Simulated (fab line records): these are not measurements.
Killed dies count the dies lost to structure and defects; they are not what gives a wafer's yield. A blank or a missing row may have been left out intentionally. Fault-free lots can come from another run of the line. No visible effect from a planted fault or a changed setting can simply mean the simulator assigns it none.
Lot-split experiment || flow n5-finfet || 7 lots, 21 wafers read, on a route of 1938 steps

SPLIT DETAILS
At N5_BEOL_M4_PECVD_72 (deposits SiO2 from TEOS/O2, target thk 16 nm, time 18 s), the setting temp-c was moved away from the recipe's 400 C on 10 of the 21 wafers read, by -3.6% to +3.0%. The other wafers ran this setting at the recipe's value.

Reading taken at the split's own step.

THE READING
SiO2_of_BEOL_M4_PECVD_72.thk-nm (the simulator's own value, which no gauge read), in nm, at N5_BEOL_M4_PECVD_72 (deposits SiO2 from TEOS/O2, target thk 16 nm, time 18 s). There is no usual value for it anywhere in the file. Across the 11 wafers here that went through the recipe, the average is 16.0 nm and the standard deviation 0.27 nm.

{"wafer": "L078.1", "tool, chamber at the split": "pecvd-02, 1", "temp-c as run, C": 400, "against the recipe": "recipe", "SiO2_of_BEOL_M4_PECVD_72.thk-nm, nm": 15.8, "against lot-mates on the recipe": "-"}
{"wafer": "L078.2", "tool, chamber at the split": "pecvd-02, 2", "temp-c as run, C": 400, "against the recipe": "recipe", "SiO2_of_BEOL_M4_PECVD_72.thk-nm, nm": 15.6, "against lot-mates on the recipe": "-"}
{"wafer": "L078.3", "tool, chamber at the split": "pecvd-02, 0", "temp-c as run, C": 400, "against the recipe": "recipe", "SiO2_of_BEOL_M4_PECVD_72.thk-nm, nm": 16, "against lot-mates on the recipe": "-"}
{"wafer": "L081.1", "tool, chamber at the split": "pecvd-02, 0", "temp-c as run, C": 405.9, "against the recipe": "+1.5%", "SiO2_of_BEOL_M4_PECVD_72.thk-nm, nm": 15.4, "against lot-mates on the recipe": -1.2}
{"wafer": "L081.4", "tool, chamber at the split": "pecvd-02, 1", "temp-c as run, C": 405.9, "against the recipe": "+1.5%", "SiO2_of_BEOL_M4_PECVD_72.thk-nm, nm": 15.6, "against lot-mates on the recipe": -1.0}
{"wafer": "L081.5", "tool, chamber at the split": "pecvd-02, 0", "temp-c as run, C": 400, "against the recipe": "recipe", "SiO2_of_BEOL_M4_PECVD_72.thk-nm, nm": 16.6, "against lot-mates on the recipe": "-"}
{"wafer": "L082.1", "tool, chamber at the split": "pecvd-01, 0,1", "temp-c as run, C": 385.5, "against the recipe": "-3.6%", "SiO2_of_BEOL_M4_PECVD_72.thk-nm, nm": 17.2, "against lot-mates on the recipe": "+1.4"}
{"wafer": "L082.2", "tool, chamber at the split": "pecvd-01, 0,1", "temp-c as run, C": 385.5, "against the recipe": "-3.6%", "SiO2_of_BEOL_M4_PECVD_72.thk-nm, nm": 17.2, "against lot-mates on the recipe": "+1.4"}
{"wafer": "L082.3", "tool, chamber at the split": "pecvd-01, 2", "temp-c as run, C": 400, "against the recipe": "recipe", "SiO2_of_BEOL_M4_PECVD_72.thk-nm, nm": 15.8, "against lot-mates on the recipe": "-"}
{"wafer": "L083.3", "tool, chamber at the split": "pecvd-02, 2", "temp-c as run, C": 385.8, "against the recipe": "-3.5%", "SiO2_of_BEOL_M4_PECVD_72.thk-nm, nm": 17.2, "against lot-mates on the recipe": "+1.4"}
{"wafer": "L083.4", "tool, chamber at the split": "pecvd-02, 2", "temp-c as run, C": 385.8, "against the recipe": "-3.5%", "SiO2_of_BEOL_M4_PECVD_72.thk-nm, nm": 17.6, "against lot-mates on the recipe": "+1.8"}
{"wafer": "L083.6", "tool, chamber at the split": "pecvd-02, 1", "temp-c as run, C": 400, "against the recipe": "recipe", "SiO2_of_BEOL_M4_PECVD_72.thk-nm, nm": 15.8, "against lot-mates on the recipe": "-"}
{"wafer": "L090.1", "tool, chamber at the split": "pecvd-04, 1", "temp-c as run, C": 387.6, "against the recipe": "-3.1%", "SiO2_of_BEOL_M4_PECVD_72.thk-nm, nm": 17.2, "against lot-mates on the recipe": "+1.2"}
{"wafer": "L090.3", "tool, chamber at the split": "pecvd-04, 2", "temp-c as run, C": 400, "against the recipe": "recipe", "SiO2_of_BEOL_M4_PECVD_72.thk-nm, nm": 16, "against lot-mates on the recipe": "-"}
{"wafer": "L090.6", "tool, chamber at the split": "pecvd-04, 2", "temp-c as run, C": 387.6, "against the recipe": "-3.1%", "SiO2_of_BEOL_M4_PECVD_72.thk-nm, nm": 17.6, "against lot-mates on the recipe": "+1.6"}
{"wafer": "L093.1", "tool, chamber at the split": "pecvd-04, 0,1", "temp-c as run, C": 411.9, "against the recipe": "+3.0%", "SiO2_of_BEOL_M4_PECVD_72.thk-nm, nm": 14.8, "against lot-mates on the recipe": -1.2}
{"wafer": "L093.6", "tool, chamber at the split": "pecvd-04, 0,1", "temp-c as run, C": 411.9, "against the recipe": "+3.0%", "SiO2_of_BEOL_M4_PECVD_72.thk-nm, nm": 14.8, "against lot-mates on the recipe": -1.2}
{"wafer": "L093.4", "tool, chamber at the split": "pecvd-04, 2", "temp-c as run, C": 400, "against the recipe": "recipe", "SiO2_of_BEOL_M4_PECVD_72.thk-nm, nm": 16, "against lot-mates on the recipe": "-"}
{"wafer": "L095.2", "tool, chamber at the split": "pecvd-01, 2,1", "temp-c as run, C": 400, "against the recipe": "recipe", "SiO2_of_BEOL_M4_PECVD_72.thk-nm, nm": 16, "against lot-mates on the recipe": "-"}
{"wafer": "L095.3", "tool, chamber at the split": "pecvd-01, 2,1", "temp-c as run, C": 400, "against the recipe": "recipe", "SiO2_of_BEOL_M4_PECVD_72.thk-nm, nm": 16, "against lot-mates on the recipe": "-"}
{"wafer": "L095.5", "tool, chamber at the split": "pecvd-01, 2", "temp-c as run, C": 400, "against the recipe": "recipe", "SiO2_of_BEOL_M4_PECVD_72.thk-nm, nm": 16.4, "against lot-mates on the recipe": "-"}
If several chambers appear in one row, that row covers several wafers at once and the file leaves open which wafer was in which chamber.

THE FIT
A straight line over all 21 wafers: SiO2_of_BEOL_M4_PECVD_72.thk-nm changes by -0.387 nm for each +1% of temp-c; r = -0.96; the points scatter about the line by 0.25 nm.
The same after taking each lot's own level away (the mean of its wafers on the recipe; 21 wafers): -0.443 nm for each +1%; r = -0.98; scatter 0.21 nm.
The reading moves by 1.6 nm for the largest change in temp-c, on that fit.
From 15.80 to 16.60 nm: that is the span of the lots' own levels, equal to 3.0 times the standard deviation above.
In other words, the slope is changed by the lot-to-lot level; the two fits disagree.
Check: with one of the wafers moved furthest among these (-3.6%) left out of the fit, the line predicts +1.59 nm for it against its lot-mates. It came out at +1.4 nm against them.

THESE WAFERS: OTHER SPLITS
Before the reading, these wafers also passed through other splits. Each is held against what the fit with the lots' levels taken away leaves over:
{"other split on the same wafers": "N5_HKMG_FIN_COAT_43 spin-rpm", "wafers away from the commonest value": 7, "r with SiO2_of_BEOL_M4_PECVD_72.thk-nm (lot level and that fit taken away)": "+0.11"}
{"other split on the same wafers": "N5_HKMG_FIN_ETCH_55 time-s", "wafers away from the commonest value": 8, "r with SiO2_of_BEOL_M4_PECVD_72.thk-nm (lot level and that fit taken away)": -0.29}
{"other split on the same wafers": "N5_HKMG_FIN_ETCH_32 bias-w", "wafers away from the commonest value": 6, "r with SiO2_of_BEOL_M4_PECVD_72.thk-nm (lot level and that fit taken away)": "+0.19"}
{"other split on the same wafers": "N5_GATE_CUT_ALD_22 ald-cycles", "wafers away from the commonest value": 7, "r with SiO2_of_BEOL_M4_PECVD_72.thk-nm (lot level and that fit taken away)": "+0.25"}
{"other split on the same wafers": "N5_MOL_CONTACT_COAG_COAT_34 spin-rpm", "wafers away from the commonest value": 10, "r with SiO2_of_BEOL_M4_PECVD_72.thk-nm (lot level and that fit taken away)": "+0.12"}
{"other split on the same wafers": "N5_MOL_CONTACT_COAG_ALD_133 ald-cycles", "wafers away from the commonest value": 6, "r with SiO2_of_BEOL_M4_PECVD_72.thk-nm (lot level and that fit taken away)": "+0.06"}
{"other split on the same wafers": "N5_BEOL_M0_SAQP_HM_DEP_111 time-s", "wafers away from the commonest value": 10, "r with SiO2_of_BEOL_M4_PECVD_72.thk-nm (lot level and that fit taken away)": "+0.14"}
{"other split on the same wafers": "N5_BEOL_M1_COAT_67 spin-rpm", "wafers away from the commonest value": 7, "r with SiO2_of_BEOL_M4_PECVD_72.thk-nm (lot level and that fit taken away)": -0.11}
{"other split on the same wafers": "N5_BEOL_M1_COAT_22 spin-rpm", "wafers away from the commonest value": 6, "r with SiO2_of_BEOL_M4_PECVD_72.thk-nm (lot level and that fit taken away)": -0.08}
{"other split on the same wafers": "N5_BEOL_M1_ALD_98 temp-c", "wafers away from the commonest value": 6, "r with SiO2_of_BEOL_M4_PECVD_72.thk-nm (lot level and that fit taken away)": -0.39}

THE FILE'S OWN FIT
SiO2_of_BEOL_M4_PECVD_72.thk-nm changes by -0.437 nm for each +1% of temp-c, r = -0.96.
